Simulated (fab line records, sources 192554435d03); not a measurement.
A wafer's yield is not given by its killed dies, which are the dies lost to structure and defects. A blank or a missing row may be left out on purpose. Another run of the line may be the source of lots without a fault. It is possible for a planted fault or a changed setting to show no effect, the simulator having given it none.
What tool caused it? | flow n5_finfet | 9 lots with 27 wafers sampled at 6 steps, on a route of 1938 steps

## WHAT THE GAUGES READ, wafer by wafer
N5_FIN_SAQP_THK_MEAS_07. Usual: thk_nm at 60.2 nm, with a standard deviation of 0.84.
lot  | measured    | on            | thk_nm (nm)    | flag
L783 | day 1 21:07 | film_metro-01 | 60.7 62.1 61.4 |
L784 | day 2 04:52 | film_metro-01 | 60.1 60.9 59.9 |
L787 | day 2 22:45 | film_metro-01 | 60.5 59.6 61.4 |
L789 | day 3 10:01 | film_metro-01 | 61.0 60.9 60.5 |
L792 | day 4 03:22 | film_metro-01 | 59.7 59.8 60.4 |
L799 | day 5 21:13 | film_metro-02 | 59.8 60.7 61.1 |
L801 | day 6 08:50 | film_metro-01 | 60.6 61.5 60.8 |
L803 | day 6 21:47 | film_metro-02 | 61.6 60.8 60.5 |
L806 | day 7 15:09 | film_metro-02 | 60.4 60.1 61.6 |

N5_FIN_SAQP_CD_MEAS_16: target cd 35.6 nm. Usual: cd_nm at 35.7 nm, with a standard deviation of 0.33.
lot  | measured    | on        | cd_nm (nm)     | flag
L783 | day 1 21:37 | cd_sem-01 | 35.2 35.9 35.2 |
L784 | day 2 05:13 | cd_sem-03 | 35.5 35.5 36.0 |
L787 | day 2 23:07 | cd_sem-03 | 35.2 35.5 35.7 |
L789 | day 3 10:22 | cd_sem-02 | 33.0 33.0 32.9 | OFF
L792 | day 4 04:34 | cd_sem-01 | 34.0 34.4 34.0 | OFF
L799 | day 5 21:43 | cd_sem-03 | 35.9 36.0 35.8 |
L801 | day 6 09:19 | cd_sem-02 | 35.4 35.6 35.1 |
L803 | day 6 22:09 | cd_sem-03 | 35.5 36.3 35.3 |
L806 | day 7 15:38 | cd_sem-01 | 35.7 35.9 35.6 |

N5_BEOL_M4_RC_MEAS_101. Usual: DIBL_N 36.1 mV/V, standard deviation 1.6; DIBL_P 35.7 mV/V, standard deviation 1.8; IOFF_N 0.159 nA/um, standard deviation 0.027; IOFF_P 0.21 nA/um, standard deviation 0.03; ION_N 673 uA/um, standard deviation 10; ION_P 462 uA/um, standard deviation 7.4; SS_N 71.4 mV/dec, standard deviation 0.56; SS_P 73.2 mV/dec, standard deviation 0.61; VT_N 249.7 mV, standard deviation 3; VT_P -250 mV, standard deviation 3.1.
lot  | measured     | on        | DIBL_N (mV/V)  | DIBL_P (mV/V)  | IOFF_N (nA/um)    | IOFF_P (nA/um) | ION_N (uA/um) | ION_P (uA/um) | SS_N (mV/dec)  | SS_P (mV/dec)  | VT_N (mV)         | VT_P (mV)      | flag
L783 | day 7 22:14  | prober-01 | 33.2 34.0 32.9 | 33.2 35.0 32.9 | 0.118 0.134 0.122 | 0.19 0.22 0.19 | 664 661 661   | 460 466 459   | 70.7 71.5 71.3 | 72.6 73.1 72.2 | 253.6 251.4 250.9 | -248 -249 -250 |
L784 | day 8 03:34  | prober-01 | 37.4 34.4 35.2 | 38.9 35.6 35.5 | 0.206 0.145 0.154 | 0.25 0.19 0.19 | 692 676 664   | 463 462 451   | 72.8 71.5 71.9 | 74.3 73.1 72.6 | 244.1 248.1 248.0 | -251 -254 -255 |
L787 | day 8 17:10  | prober-02 | 37.9 36.6 39.2 | 37.4 35.8 38.7 | 0.156 0.136 0.189 | 0.19 0.18 0.24 | 664 662 678   | 448 451 458   | 71.6 71.7 72.0 | 73.6 73.1 73.8 | 252.5 253.1 248.9 | -253 -254 -251 |
L789 | day 9 06:56  | prober-02 | 36.3 36.4 36.9 | 36.8 36.8 38.2 | 0.176 0.164 0.171 | 0.18 0.18 0.22 | 673 676 683   | 447 449 455   | 72.0 72.0 72.6 | 73.6 73.6 73.5 | 248.2 250.7 250.2 | -254 -252 -252 |
L792 | day 10 04:53 | prober-02 | 35.7 33.3 36.9 | 35.6 33.7 36.3 | 0.161 0.131 0.187 | 0.20 0.17 0.21 | 671 672 679   | 455 459 455   | 71.8 70.0 71.9 | 72.6 72.1 73.8 | 251.7 255.0 249.4 | -250 -253 -249 |
L799 | day 11 15:35 | prober-02 | 36.1 35.4 37.2 | 36.2 35.9 38.5 | 0.161 0.151 0.198 | 0.22 0.22 0.26 | 682 681 694   | 473 466 471   | 72.0 71.7 71.3 | 72.8 73.7 72.9 | 248.9 250.4 244.0 | -245 -246 -246 |
L801 | day 12 17:29 | prober-01 | 35.4 38.7 39.3 | 35.2 38.5 38.7 | 0.131 0.195 0.200 | 0.18 0.23 0.23 | 675 679 686   | 462 463 466   | 70.7 71.5 71.9 | 72.7 74.0 74.1 | 249.4 246.7 248.2 | -251 -249 -246 |
L803 | day 13 17:08 | prober-01 | 34.9 35.7 36.4 | 34.5 36.9 37.7 | 0.122 0.148 0.163 | 0.17 0.21 0.21 | 666 683 683   | 455 467 465   | 71.1 70.8 71.6 | 73.3 73.6 73.8 | 253.6 250.6 250.1 | -252 -250 -251 |
L806 | day 14 16:55 | prober-02 | 34.9 40.0 37.2 | 33.0 39.2 35.1 | 0.124 0.210 0.147 | 0.19 0.30 0.23 | 667 684 675   | 465 473 478   | 70.6 71.4 70.6 | 72.9 75.1 73.6 | 250.1 246.3 249.8 | -249 -246 -248 |

## WHICH TOOL RAN EACH LOT (tool, then ch and the chambers of the sampled wafers, then the start)
lot  | N5_PMOS_HMC_CHANNEL_EPI_STRIP_33  | N5_PMOS_HMC_CHANNEL_EPI_ETCH_38 | N5_FIN_SAQP_PEB_14
L783 | rie_diel-05 ch 0,1,2, day 1 17:17 | rie_si-04 ch 0,1,2, day 1 17:35 | litho_track-01 ch 0, day 1 21:32
L784 | rie_diel-02 ch 1,3, day 1 23:13   | rie_si-06 ch 0,2,3, day 1 23:31 | litho_track-03 ch 0, day 2 05:09
L787 | rie_diel-02 ch 0,2,3, day 2 17:35 | rie_si-01 ch 0,1,2, day 2 17:55 | litho_track-01 ch 0, day 2 23:03
L789 | rie_diel-02 ch 0,2, day 3 06:29   | rie_si-01 ch 1,2,3, day 3 06:47 | litho_track-01 ch 0, day 3 10:18
L792 | rie_diel-05 ch 1,2,3, day 3 23:47 | rie_si-06 ch 0,1,2, day 4 00:06 | litho_track-01 ch 0, day 4 04:29
L799 | rie_diel-04 ch 0,1,2, day 5 17:38 | rie_si-06 ch 1,2, day 5 17:58   | litho_track-03 ch 0, day 5 21:39
L801 | rie_diel-02 ch 0,1,2, day 6 05:19 | rie_si-01 ch 0,1, day 6 05:37   | litho_track-03 ch 0, day 6 09:15
L803 | rie_diel-04 ch 0,1,3, day 6 17:49 | rie_si-01 ch 2,3, day 6 18:20   | litho_track-05 ch 0, day 6 22:04
L806 | rie_diel-02 ch 0,1, day 7 11:39   | rie_si-04 ch 1,2, day 7 11:57   | litho_track-03 ch 0, day 7 15:34
- N5_PMOS_HMC_CHANNEL_EPI_STRIP_33: strips in N2/H2.
- N5_PMOS_HMC_CHANNEL_EPI_ETCH_38: etches SiO2 in CF4, target depth 1.5 nm.
- N5_FIN_SAQP_PEB_14: peb time 60 s.

## AS READ BY THE TOOLS THEMSELVES (means over the sampled wafers that have a number; for cases with no such wafer, the mark the record gives instead)
N5_PMOS_HMC_CHANNEL_EPI_STRIP_33. Usual: drypump_motor_current_A 5.5 A, standard deviation 0.37; oes_product_au 0.78 a.u., standard deviation 0.075; rf_vpp_V 54.2 V, standard deviation 1.8; showerhead_plenum_p_Torr 3.41 Torr, standard deviation 0.11; throttle_valve_pct 19.1 %, standard deviation 0.47.
lot  | tool        | drypump_motor_current_A (A) | oes_product_au (a.u.) | rf_vpp_V (V) | showerhead_plenum_p_Torr (Torr) | throttle_valve_pct (%) | flag
L783 | rie_diel-05 | 5.6                         | 0.79                  | 53.2         | 3.39                            | 19.6                   |
L784 | rie_diel-02 | 5.8                         | 0.68                  | 54.7         | 3.28                            | 19.1                   |
L787 | rie_diel-02 | 5.6                         | 0.79                  | 53.7         | 3.38                            | 18.9                   |
L789 | rie_diel-02 | 5.7                         | 0.81                  | 52.4         | 3.49                            | 18.9                   |
L792 | rie_diel-05 | 5.8                         | 0.79                  | 53.6         | 3.29                            | 19.2                   |
L799 | rie_diel-04 | 5.2                         | 0.73                  | 54.0         | 3.47                            | 18.9                   |
L801 | rie_diel-02 | 5.8                         | 0.83                  | 55.6         | 3.45                            | 19.0                   |
L803 | rie_diel-04 | 5.3                         | 0.73                  | 54.6         | 3.44                            | 19.0                   |
L806 | rie_diel-02 | 5.9                         | 0.86                  | 54.4         | 3.41                            | 19.2                   |

N5_PMOS_HMC_CHANNEL_EPI_ETCH_38. Usual: drypump_motor_current_A 6.0 A, standard deviation 0.35; oes_product_au 1.005 a.u., standard deviation 0.027; throttle_valve_pct 21.70 %, standard deviation 0.19.
lot  | tool      | drypump_motor_current_A (A) | oes_product_au (a.u.) | throttle_valve_pct (%) | flag
L783 | rie_si-04 | 5.9                         | 1.019                 | 21.77                  |
L784 | rie_si-06 | 5.9                         | 0.988                 | 21.74                  |
L787 | rie_si-01 | 6.2                         | 1.026                 | 21.67                  |
L789 | rie_si-01 | 6.0                         | 0.996                 | 21.76                  |
L792 | rie_si-06 | 6.0                         | 0.982                 | 21.55                  |
L799 | rie_si-06 | 5.8                         | 0.994                 | 21.62                  |
L801 | rie_si-01 | 6.2                         | 1.031                 | 21.55                  |
L803 | rie_si-01 | 5.8                         | 0.987                 | 21.65                  |
L806 | rie_si-04 | 5.9                         | 1.031                 | 21.82                  |

## THE ANSWER, worked out from the rows above alone
Rule: take the mean of a lot's wafers that have a number; if it is more than 3 standard deviations from the usual mean, the lot is off. Also off: a lot with no number at a reading for which 4 or more lots have one. All remaining lots with rows at the step are treated as sound. First the gauges in route order, then the tools' own readings, where a lot's mean is used as printed above. At the first step where some lot is off, the reading lying furthest off is the one used; lots without a number count as furthest.
Off, at N5_FIN_SAQP_CD_MEAS_16 on cd_nm: L789, L792.
A tool fits if, at a process step before that reading, it ran every lot that is off, and no sound lot after the first of them. The gauges at N5_FIN_SAQP_CD_MEAS_16 are tried like those tools. One fits: litho_track-01 at N5_FIN_SAQP_PEB_14. A fault onset in the window from L787 (day 2 23:03, its last sound lot) to L789 (day 3 10:18, its first lot off) fits.

## WHAT HAD BEEN PUT IN BY THE SIMULATOR
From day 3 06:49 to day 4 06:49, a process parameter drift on litho_track-01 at N5_FIN_SAQP_PEB_14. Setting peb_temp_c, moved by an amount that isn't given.
Shown lots that were struck: L789, L792. The same result came from the rule above.
